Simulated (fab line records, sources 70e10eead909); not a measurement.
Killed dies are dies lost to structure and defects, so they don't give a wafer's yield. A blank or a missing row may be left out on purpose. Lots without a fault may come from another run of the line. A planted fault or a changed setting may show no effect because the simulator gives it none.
fab line records | flow nand_harc
record lots=6 wafers=18 last_day=34
route steps=1302 shown P_GATE@127 END@1302
lots that met no fault: from a run of the same line without faults
start_h: hours from the record's first day to the start of the lot's first wafer shown | wait_h: hours since the lot's step before | " the same as in the row above | L1.1+2: a row that stands for several wafers | - no value, or no start given | * or withheld: withheld | < > ~ a bound
route shown NAME@n: a module of which the file shows steps, and the number in the route of the first | usual: mean/standard deviation of fault-free wafers | same: alike in all rows | chamber/n: place in a boat | sites: the reading at each site | _std_site: their standard deviation | _edge_site: outer sites' mean less inner sites' | radius_mm: how far each site lies from the wafer's centre | mask NAME#n: copy n | behind: the tool/chamber that last shaped the wafer | hold: why the lot was held/for how many hours/how that ended | device: the transistor (n, p or np) that didn't switch | end of line: the same wafers' tests at the end of the route | a step without rows: its recipe alone | killed: dies lost to structure and defects at the first sort, not the wafer's yield | map: a wafer's dies, x killed, . not, _ none there
set.NAME: the setting as run; set.NAME@STEP: as run at that earlier step | model.NAME: the simulator's own value behind a step, which no gauge read
lots at some steps of the route; a table a step, a row a wafer
services: from which hour (start_h, from the record's first day; less than 0 if before it) a tool's chamber was out of use, for how many hours, and why
## steps
# step NHARC_P_GATE_PRECLEAN_71
# recipe time_s=* temp_c=50 bath_age_min=0 chemistry=SC1
# step NHARC_P_GATE_SRD_72
# step NHARC_P_GATE_OXIDE_16
# recipe target_thk_a=30 temp_c=875 ox_time_s=392 material=SiO2
# step NHARC_P_GATE_CVD_17
# recipe target_thk_a=1500 temp_c=620 time_s=900 material=poly-Si
# step NHARC_P_GATE_HM_DEP_102
# recipe target_thk_a=1200 temp_c=400 material=aC
# usual throttle_valve_pct=35.000/0.0092
# columns lot.wafer tool chamber start_h wait_h throttle_valve_pct
L907.4 acl_dep-02 0 126.60 4.9 34.994
L907.5 " 0 " " 35.002
L907.6 " 0 " " 34.997
L915.3 acl_dep-01 0 213.06 2.3 35.006
L915.5 " 0 " " 35.010
L915.6 " 0 " " 35.006
L922.2 acl_dep-02 0 275.83 0.5 35.004
L922.3 " 0 " " 34.988
L922.6 " 0 " " 34.998
L924.1 acl_dep-03 0 296.75 1.4 35.007
L924.4 " 0 " " 35.003
L924.6 " 0 " " 34.992
L925.2 acl_dep-02 0 310.69 6.0 35.008
L925.4 " 0 " " 34.990
L925.5 " 0 " " 34.986
L927.2 acl_dep-01 0 323.65 0.5 35.004
L927.5 " 0 " " 35.009
L927.6 " 0 " " 34.996
# step NHARC_P_GATE_DEP_103
# recipe target_thk_a=300 target_thk_nm=30 temp_c=400 flow_sccm=200 rf_w=350 material=SiON
# usual heater_power_w=785/110
# columns lot.wafer tool chamber start_h wait_h heater_power_w
L907.5 pecvd-04 1 127.02 0.2 687
L907.4 " 2 " " 788
L907.6 " 0 " " 862
L915.3 pecvd-03 2 213.56 0.4 728
L915.6 " 1 " " 957
L915.5 " 2 " " 732
L922.2 pecvd-03 2 276.39 0.5 703
L922.3 " 1 " " 999
L922.6 " 0 " " 781
L924.1 pecvd-04 1 297.40 0.5 762
L924.6 " 1 " " 759
L924.4 " 0 " " 924
L925.2 pecvd-03 1 311.25 0.5 948
L925.4 " 2 " " 701
L925.5 " 0 " " 741
L927.2 pecvd-01 1 324.26 0.5 982
L927.5 " 2 " " 656
L927.6 " 1 " " 1017
# step NHARC_P_GATE_DEHYDRATE_18
# recipe temp_c=150 time_s=120
# step NHARC_P_GATE_HMDS_19
# recipe time_s=30
# step NHARC_P_GATE_COAT_20
# recipe spin_rpm=1500 resist_thk_nm=90
# step NHARC_P_GATE_SOFTBAKE_21
# recipe temp_c=105 time_s=55
# step NHARC_P_GATE_EBR_22
# step NHARC_P_GATE_EXPOSE_23
# recipe na=1.35 target_cd_nm=120 dose_mj=93.91 mask_id=P_GATE
# step NHARC_P_GATE_PEB_24
# recipe peb_temp_c=100 peb_time_s=65
# columns lot.wafer tool chamber start_h wait_h
L907.4+5+6 litho_track-01 0 127.54 0.0
L915.3+5+6 litho_track-04 0 213.98 0.0
L922.2+3+6 litho_track-04 0 277.00 0.1
L924.1+4+6 litho_track-04 0 297.87 0.1
L925.2+4+5 litho_track-01 0 311.85 0.1
L927.2+5+6 litho_track-01 0 324.81 0.1
# step NHARC_P_GATE_DEVELOP_25
# recipe develop_time_s=35 dev_temp_c=23
# step NHARC_P_GATE_CD_MEAS_26
# recipe target_cd_nm=120 landing_energy_ev=500
# usual cd_nm=119.9/0.53
# columns lot.wafer tool chamber start_h wait_h cd_nm
L907.4 cd_sem-01 0 127.62 - 120.5
L907.5 " 0 " " 119.7
L907.6 " 0 " " 120.7
L915.3 cd_sem-02 0 214.06 - 120.2
L915.5 " 0 " " 120.1
L915.6 " 0 " " 120.2
L922.2 cd_sem-02 0 277.08 - 118.1
L922.3 " 0 " " 117.4
L922.6 " 0 " " 117.6
L924.1 cd_sem-03 0 297.95 - 118.6
L924.4 " 0 " " 117.7
L924.6 " 0 " " 117.8
L925.2 cd_sem-02 0 311.93 - 120.2
L925.4 " 0 " " 119.7
L925.5 " 0 " " 120.3
L927.2 cd_sem-01 0 324.89 - 119.6
L927.5 " 0 " " 119.2
L927.6 " 0 " " 119.1
# step NHARC_P_GATE_OVL_MEAS_27
# usual overlay_x_nm=0.5/0.66 overlay_y_nm=0.2/0.76
# columns lot.wafer tool chamber start_h wait_h overlay_x_nm overlay_y_nm
L907.4 overlay-02 - 127.71 - 0.4 0.8
L907.5 " - " " -0.2 1.2
L907.6 " - " " -0.2 -0.1
L915.3 overlay-01 - 214.15 - 0.5 0.7
L915.5 " - " " 0.7 1.2
L915.6 " - " " 1.2 0.8
L922.2 overlay-02 - 277.16 - 1.4 -0.8
L922.3 " - " " 1.3 -1.0
L922.6 " - " " 0.5 -0.9
L924.1 overlay-01 - 298.04 - -0.3 -0.1
L924.4 " - " " -0.3 -0.2
L924.6 " - " " -0.5 0.2
L925.2 overlay-02 - 312.02 - 0.2 0.0
L925.4 " - " " 0.4 -0.9
L925.5 " - " " 0.1 -0.5
L927.2 overlay-01 - 324.97 - -0.6 1.2
L927.5 " - " " -0.5 0.7
L927.6 " - " " -0.8 0.5
# step NHARC_P_GATE_INSPECT_28
# usual raw_defect_count=6/3.4
# columns lot.wafer tool chamber start_h wait_h raw_defect_count
L907.4 defect_inspect-01 - 127.74 0.0 7
L907.5 " - " " 14
L907.6 " - " " 8
L915.3 defect_inspect-02 - 214.18 0.0 10
L915.5 " - " " 9
L915.6 " - " " 10
L922.2 defect_inspect-02 - 277.20 0.0 1
L922.3 " - " " 5
L922.6 " - " " 3
L924.1 defect_inspect-02 - 298.08 0.0 8
L924.4 " - " " 5
L924.6 " - " " 2
L925.2 defect_inspect-02 - 312.06 0.0 13
L925.4 " - " " 7
L925.5 " - " " 9
L927.2 defect_inspect-02 - 325.01 0.0 10
L927.5 " - " " 5
L927.6 " - " " 4
# step NHARC_P_GATE_DESCUM_31
# recipe time_s=3 o2_flow_sccm=200 ar_flow_sccm=0 bias_power_w=0 chemistry=O2
# usual chamber_pressure_mTorr=60.00/0.052 drypump_motor_current_A=5.6/0.43 oes_product_au=1.002/0.0097 rf_vpp_V=57.5/0.74 showerhead_plenum_p_Torr=1.84/0.047 throttle_valve_pct=11.311/0.0098
# same mfc_ar_sccm=0
# columns lot.wafer tool chamber start_h wait_h chamber_pressure_mTorr drypump_motor_current_A oes_product_au rf_hours_counter_h rf_vpp_V showerhead_plenum_p_Torr throttle_valve_pct model.P_GATE.cd_nm
L907.4 rie_diel-13 2 127.80 0.1 59.99 5.7 1.018 8.1 56.4 1.83 11.323 120.5
L907.6 " 2 " " 59.98 5.7 1.010 - 59.2 1.83 11.319 120.4
L907.5 " 3 " " 59.90 5.9 1.008 - 57.4 1.84 11.312 119.8
L915.3 rie_diel-04 3 214.27 0.1 59.99 5.1 1.002 2.3 58.1 1.98 11.319 120.3
L915.5 " 0 " " 59.95 5.5 1.014 - 58.9 1.90 11.320 120.4
L915.6 " 1 " " 60.09 5.3 0.994 - 57.5 1.86 11.313 120.4
L922.3 rie_diel-13 1 277.27 0.1 59.94 5.1 1.005 4.8 56.4 1.83 11.308 117.3
L922.2 " 2 " " 60.08 5.7 1.025 5.3 57.0 1.83 11.319 118.3
L922.6 " 1 " " 59.96 5.1 1.007 - 58.7 1.83 11.313 117.4
L924.1 rie_diel-13 3 298.14 0.1 60.05 5.8 1.016 6.2 57.7 1.83 11.326 117.8
L924.4 " 2 " " 60.03 5.6 1.014 5.8 57.6 1.83 11.312 117.8
L924.6 " 3 " " 59.98 5.8 1.005 - 57.1 1.83 11.316 117.6
L925.2 rie_diel-13 2 312.12 0.1 59.95 5.7 1.015 6.7 57.9 1.83 11.321 120.4
L925.4 " 3 " " 60.00 5.9 1.015 7.6 56.6 1.83 11.317 119.4
L925.5 " 2 " " 59.99 5.7 1.002 - 57.4 1.83 11.333 120.5
L927.2 rie_diel-13 3 325.08 0.1 59.88 5.9 0.998 8.2 57.5 1.83 11.307 119.5
L927.5 " 2 " " 60.04 5.7 0.995 - 57.4 1.83 11.322 119.3
L927.6 " 3 " " 59.95 5.9 1.004 - 57.7 1.83 11.306 119.2
# step NHARC_P_GATE_ETCH_104
# recipe target_depth_a=600 time_s=withheld cf4_flow_sccm=100 chf3_flow_sccm=30 ar_flow_sccm=0 rf_w=500 bias_w=200 chemistry=CF4/CHF3
# usual bias_w=200.0/0.66 chamber_pressure_mTorr=25.003/0.024 drypump_motor_current_A=5.6/0.45 oes_product_au=0.959/0.019 rf_vpp_V=368.9/1.6 showerhead_plenum_p_Torr=1.52/0.04 throttle_valve_pct=16.803/0.0088
# same mfc_ar_sccm=0
# columns lot.wafer tool chamber start_h wait_h bias_w chamber_pressure_mTorr drypump_motor_current_A oes_product_au rf_vpp_V showerhead_plenum_p_Torr throttle_valve_pct model.P_GATE.cd_nm
L907.4 rie_diel-13 1 127.89 0.1 199.2 25.051 5.1 0.973 368.7 1.51 16.799 121.1
L907.5 " 1 " " 200.0 24.995 5.0 0.973 369.7 1.51 16.803 120.3
L907.6 " 2 " " 200.7 24.948 5.7 0.967 368.4 1.51 16.803 120.9
L915.3 rie_diel-04 3 214.33 0.1 200.3 25.007 5.1 0.944 371.4 1.63 16.800 120.6
L915.6 " 3 " " 199.0 24.983 5.1 0.960 371.9 1.63 16.789 120.7
L915.5 " 0 " " 198.9 25.014 5.4 0.945 370.9 1.56 16.798 120.6
L922.3 rie_diel-13 2 277.35 0.1 199.9 25.044 5.7 0.935 369.3 1.51 16.796 118.1
L922.2 " 3 " " 199.9 24.991 5.8 0.933 369.2 1.51 16.788 118.6
L922.6 " 1 " " 199.4 24.999 5.1 0.929 367.8 1.51 16.815 117.9
L924.1 rie_diel-13 3 298.23 0.1 200.0 24.978 5.9 0.969 368.9 1.51 16.799 117.9
L924.4 " 0 " " 200.4 24.966 5.4 0.959 368.0 1.49 16.813 118.5
L924.6 " 1 " " 200.0 25.014 5.1 0.966 367.8 1.51 16.803 117.8
L925.4 rie_diel-13 3 312.21 0.1 201.0 24.989 5.9 0.976 369.0 1.51 16.805 119.4
L925.2 " 0 " " 199.3 24.972 5.4 0.978 369.0 1.49 16.808 121
L925.5 " 2 " " 201.3 24.967 5.7 0.977 368.5 1.51 16.786 121.1
L927.2 rie_diel-13 3 325.17 0.1 200.8 24.989 5.9 0.956 368.1 1.51 16.784 119.3
L927.5 " 3 " " 200.2 25.026 5.8 0.955 368.3 1.51 16.813 119.1
L927.6 " 0 " " 199.5 25.004 5.4 0.952 368.6 1.49 16.798 119.6
# step NHARC_P_GATE_HM_OPEN_105
# recipe target_depth_a=3600 o2_flow_sccm=400 cos_flow_sccm=20 ar_flow_sccm=0 rf_w=500 bias_w=300 chemistry=O2/COS
# usual bias_w=300.2/0.97 chamber_pressure_mTorr=20.000/0.018 drypump_motor_current_A=5.6/0.43 mfc_ar_sccm=0.004/0.0081 oes_product_au=1.002/0.0094 rf_vpp_V=464.9/1.8 showerhead_plenum_p_Torr=3.02/0.077 throttle_valve_pct=28.329/0.0095
# columns lot.wafer tool chamber start_h wait_h bias_w chamber_pressure_mTorr drypump_motor_current_A mfc_ar_sccm oes_product_au rf_hours_counter_h rf_vpp_V showerhead_plenum_p_Torr throttle_valve_pct
L907.4 rie_diel-13 0 - - 300.3 20.005 5.4 0 0.992 9.0 462.7 2.96 28.320
L907.6 " 2 " " 299.7 19.994 5.7 0 1.007 - 463.9 2.99 28.323
L907.5 " 3 " " 300.3 20.007 5.9 0 1.008 - 464.2 3.00 28.346
L915.3 rie_diel-04 0 - - 299.5 20.029 5.4 0 0.998 2.1 464.8 3.09 28.325
L915.6 " 2 " " 300.0 19.986 6.6 0.028 1.006 - 462.1 2.93 28.329
L915.5 " 3 " " 298.7 20.006 5.1 0 1.004 - 468.4 3.23 28.331
L922.2 rie_diel-13 0 - - 300.8 19.973 5.4 0 1.002 5.6 463.0 2.96 28.339
L922.3 " 1 " " 298.0 19.993 5.1 0 0.998 4.8 463.8 3.00 28.343
L922.6 " 0 " " 301.0 19.995 5.4 0 1.007 - 464.6 2.96 28.326
L924.4 rie_diel-13 0 - - 300.9 20.020 5.4 0 1.002 6.1 463.3 2.96 28.310
L924.1 " 1 " " 300.0 20.026 5.1 0 1.001 5.3 464.2 3.00 28.315
L924.6 " 3 " " 299.4 20.024 5.9 0 1.006 - 464.1 3.00 28.324
L925.4 rie_diel-13 1 - - 300.4 19.992 5.1 0 0.991 6.2 464.0 3.00 28.331
L925.2 " 2 " " 300.7 20.009 5.7 0 1.008 6.7 463.0 2.99 28.326
L925.5 " 3 " " 300.7 19.966 5.9 0 1.001 - 464.3 3.00 28.329
L927.2 rie_diel-13 1 - - 300.1 19.989 5.1 0 0.992 7.2 465.5 3.00 28.336
L927.5 " 1 " " 300.6 20.001 5.1 0 0.995 - 463.7 3.00 28.311
L927.6 " 2 " " 300.9 20.005 5.7 0 1.021 - 465.9 2.99 28.333
# step NHARC_END_SORT_01
# recipe temp_c=25
# usual killed_at_array=64/18 killed_at_other=0.8/1.1 killed_at_periphery=3.8/2.7 killed_dies=68/18 killed_open=3.3/1.9 killed_short=2.3/1.8
# same gross_dies=677
# columns lot.wafer tool chamber start_h wait_h killed_at_array killed_at_other killed_at_periphery killed_dies killed_open killed_short
L907.4 prober-01 0 594.84 3.4 109 0 4 113 3 4
L907.5 prober-01 0 595.64 3.7 106 0 7 113 4 3
L907.6 prober-01 0 596.44 4.0 103 0 7 110 6 1
L915.3 prober-02 0 687.78 3.1 43 1 2 46 5 3
L915.5 prober-02 0 689.39 3.7 45 0 0 45 3 2
L915.6 prober-02 0 690.19 4.0 47 1 8 56 2 7
L925.2 prober-02 0 787.56 2.8 58 0 2 60 2 1
L925.4 prober-02 0 789.17 3.4 79 0 1 80 2 1
L925.5 prober-02 0 789.97 3.7 77 1 1 79 4 0
L927.2 prober-01 0 808.61 2.8 93 0 1 94 2 3
L927.5 prober-01 0 811.04 3.7 72 0 1 73 7 2
L927.6 prober-01 0 811.85 4.1 80 0 1 81 2 1
# killed by level:class
L907.4 A_CHANNEL_HOLE_D2:chamber_film_flake=37 A_CHANNEL_HOLE_D1:chamber_film_flake=31 A_SLIT:chamber_film_flake=26 A_STAIRCASE:chamber_film_flake=5 A_CHANNEL_FILL_D2:geometric_particle:short=3 P_STI:chamber_film_flake=3 A_CONTACT:chamber_film_flake=3 A_CHANNEL_FILL_D2:geometric_particle:open=2
L907.5 A_CHANNEL_HOLE_D2:chamber_film_flake=35 A_CHANNEL_HOLE_D1:chamber_film_flake=32 A_SLIT:chamber_film_flake=28 A_STAIRCASE:chamber_film_flake=3 A_CONTACT:chamber_film_flake=3 P_STI:chamber_film_flake=2 P_GATE:chamber_film_flake=2 P_STI:geometric_particle:open=1
L907.6 A_CHANNEL_HOLE_D1:chamber_film_flake=33 A_CHANNEL_HOLE_D2:chamber_film_flake=32 A_SLIT:chamber_film_flake=26 A_CONTACT:chamber_film_flake=5 P_GATE:chamber_film_flake=3 P_M2:chamber_film_flake=2 A_STAIRCASE:chamber_film_flake=2 P_STI:geometric_particle:open=1
L915.3 A_CHANNEL_HOLE_D1:chamber_film_flake=25 A_CHANNEL_FILL_D1:chamber_film_flake=4 A_WL_FILL:chamber_film_flake=3 A_CHANNEL_FILL_D2:geometric_particle:open=2 P_M1:geometric_particle:open=1 A_ONON_D1:geometric_particle:short=1 A_CHANNEL_FILL_D1:geometric_particle:open=1 A_CHANNEL_FILL_D2:geometric_particle:short=1
L915.5 A_CHANNEL_HOLE_D1:chamber_film_flake=31 A_WL_FILL:chamber_film_flake=4 A_CONTACT:chamber_film_flake=3 A_CHANNEL_FILL_D1:chamber_film_flake=2 A_CHANNEL_FILL_D1:geometric_particle:open=1 A_DECK1_JOINT:geometric_particle:open=1 A_ONON_D2:geometric_particle:short=1 A_WL_FILL:geometric_particle:short=1
L915.6 A_CHANNEL_HOLE_D1:chamber_film_flake=29 A_WL_FILL:chamber_film_flake=6 P_STI:chamber_film_flake=4 A_CHANNEL_FILL_D1:chamber_film_flake=3 A_SGD_CUT:geometric_particle:short=2 A_CHANNEL_FILL_D1:geometric_particle:short=2 P_CONTACT:geometric_particle:short=1 P_M1:geometric_particle:short=1
L925.2 A_CHANNEL_HOLE_D2:chamber_film_flake=23 A_SLIT:chamber_film_flake=17 A_CONTACT:chamber_film_flake=7 A_CHANNEL_HOLE_D1:chamber_film_flake=6 A_SGD_CUT:chamber_film_flake=2 P_CONTACT:geometric_particle:short=1 A_CHANNEL_FILL_D2:geometric_particle:open=1 A_BLC:geometric_particle:open=1
L925.4 A_CHANNEL_HOLE_D2:chamber_film_flake=29 A_SLIT:chamber_film_flake=23 A_CHANNEL_HOLE_D1:chamber_film_flake=12 A_CONTACT:chamber_film_flake=10 A_STAIRCASE:chamber_film_flake=2 A_CHANNEL_HOLE_D1:geometric_particle:open=1 A_CHANNEL_HOLE_D2:geometric_particle:open=1 A_M0:geometric_particle:short=1
L925.5 A_SLIT:chamber_film_flake=30 A_CHANNEL_HOLE_D2:chamber_film_flake=27 A_CHANNEL_HOLE_D1:chamber_film_flake=10 A_CONTACT:chamber_film_flake=3 A_STAIRCASE:chamber_film_flake=2 A_ONON_D1:geometric_particle:open=1 A_CHANNEL_FILL_D1:geometric_particle:open=1 A_DECK1_JOINT:geometric_particle:open=1
L927.2 A_CHANNEL_HOLE_D2:chamber_film_flake=26 A_CHANNEL_HOLE_D1:chamber_film_flake=18 A_SLIT:chamber_film_flake=18 A_CONTACT:chamber_film_flake=10 A_BONDPAD:chamber_film_flake=9 A_STAIRCASE:chamber_film_flake=6 A_ONON_D2:geometric_particle:short=2 A_BLC:geometric_particle:open=2
L927.5 A_SLIT:chamber_film_flake=28 A_CHANNEL_HOLE_D2:chamber_film_flake=11 A_CHANNEL_HOLE_D1:chamber_film_flake=7 A_CONTACT:chamber_film_flake=5 A_STAIRCASE:chamber_film_flake=4 A_BONDPAD:chamber_film_flake=4 A_M0:geometric_particle:open=3 A_ONON_D1:geometric_particle:open=2
L927.6 A_CHANNEL_HOLE_D2:chamber_film_flake=21 A_SLIT:chamber_film_flake=17 A_CHANNEL_HOLE_D1:chamber_film_flake=11 A_STAIRCASE:chamber_film_flake=11 A_CONTACT:chamber_film_flake=7 A_SGD_CUT:chamber_film_flake=4 A_CHANNEL_FILL_D1:chamber_film_flake=2 A_BONDPAD:chamber_film_flake=2
## services
# columns tool chamber start_h hours kind
rie_diel-04 3 117.40 21.8 repair
acl_dep-03 - 118.69 13.0 pm
rie_diel-13 0 119.50 - clean
rie_diel-13 1 119.50 - clean
rie_diel-13 2 119.50 - clean
rie_diel-13 3 119.50 - clean
pecvd-01 - 130.00 13.0 pm
pecvd-03 - 132.58 0.9 repair
litho_track-01 - 155.00 7.0 pm
rie_diel-13 - 165.00 9.0 pm
rie_diel-04 - 177.90 9.0 pm
pecvd-03 - 185.18 13.0 pm
acl_dep-01 - 189.90 13.0 pm
litho_track-04 - 203.00 7.0 pm
acl_dep-01 - 203.41 5.7 repair
rie_diel-04 0 205.85 4.1 repair
rie_diel-04 1 232.36 3.3 repair
pecvd-03 - 233.55 0.4 repair
acl_dep-02 - 246.35 13.0 pm
rie_diel-13 1 246.52 9.3 repair
pecvd-04 - 269.38 13.0 pm
acl_dep-03 - 300.61 13.0 pm
rie_diel-04 - 309.83 0.2 repair
pecvd-01 - 311.00 13.0 pm
## key
first_sign step=NHARC_P_GATE_CD_MEAS_26 reading=cd_nm direction=down sigmas=3.8 usual=119.9 struck=117.9
effect none on later readings
model_effect step=NHARC_P_GATE_DESCUM_31 value=P_GATE.cd_nm without=119.5 struck=117.7
model_effect step=NHARC_P_GATE_ETCH_104 value=P_GATE.cd_nm without=119.9 struck=118.1
met_at NHARC_P_GATE_PEB_24
struck_wafers L922.2,L922.3,L922.6,L924.1,L924.4,L924.6
tester_left_out L922,L924
onset_between 213.98 277.00
fault kind=process_parameter_drift tool=litho_track-04 chamber=- onset_h=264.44 steps=NHARC_P_GATE_PEB_24 channel=peb_time_s offset=* shape=step end_h=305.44 acts_in=* stated=*
# tester_left_out: of these lots the tester's yield and bins aren't shown, on N5 and GAA mostly nor the transistor test; their killed dies are dies lost to structure and defects alone, not to doping, threshold or leakage, so they don't give the yield
